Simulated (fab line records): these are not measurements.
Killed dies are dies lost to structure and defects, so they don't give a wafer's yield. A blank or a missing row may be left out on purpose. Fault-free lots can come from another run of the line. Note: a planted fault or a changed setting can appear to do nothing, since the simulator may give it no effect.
Chamber matching | flow n5 finfet | N5_SDB_CMP_30 on cmp-03: 4 sister chambers
The step polishes, stops on poly-Si, t overpolish 1.54 s, target thk 30 nm. 4 wafers are shown with their chamber, then 12 later ones without.

## WAFERS PAIRED WITH THEIR CHAMBERS
wafer  | chamber | motor current A (A)
L088.1 | 1       | 11.9
L091.1 | 0       | 14.9
L091.2 | 2       | 13.1
L091.4 | 3       | 11.7

## WAFERS WITHOUT THEIR CHAMBER
wafer  | motor current A (A)
L092.1 | 15.3
L092.2 | 12.5
L092.3 | 12.1
L094.3 | 12.4
L094.4 | 12.4
L094.6 | 14.9
L095.2 | 15.2
L095.5 | 12.3
L095.6 | 14.8
L096.3 | 11.6
L096.5 | 11.9
L096.6 | 12.7

## WHICH CHAMBER EACH ONE RAN IN
wafer  | from the rows above          | in truth
L092.1 | 0                            | 0
L092.2 | can't be placed: 1 or 2 or 3 | 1
L092.3 | can't be placed: 1 or 3      | 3
L094.3 | can't be placed: 1 or 2 or 3 | 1
L094.4 | can't be placed: 1 or 2 or 3 | 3
L094.6 | 0                            | 0
L095.2 | 0                            | 0
L095.5 | can't be placed: 1 or 3 or 2 | 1
L095.6 | 0                            | 0
L096.3 | can't be placed: 3 or 1      | 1
L096.5 | can't be placed: 1 or 3      | 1
L096.6 | can't be placed: 2 or 1 or 3 | 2
Placed correctly: 4 of 12. Not placeable from these rows: 8 (in 8, the candidates include the true chamber). Wrongly placed: 0.
How it was worked out, from the rows above alone: a wafer's distance from a chamber is the root of the sum, over the readings, of the square of ((its reading less the chamber's mean) divided by the reading's scatter). The wafer belongs to the nearest chamber; if the next one is less than 2 further off, it can't be placed. A chamber's mean is the mean of its shown wafers. The scatter: root of mean squared gap, hidden wafer to nearest shown wafer, with one shown wafer a chamber.
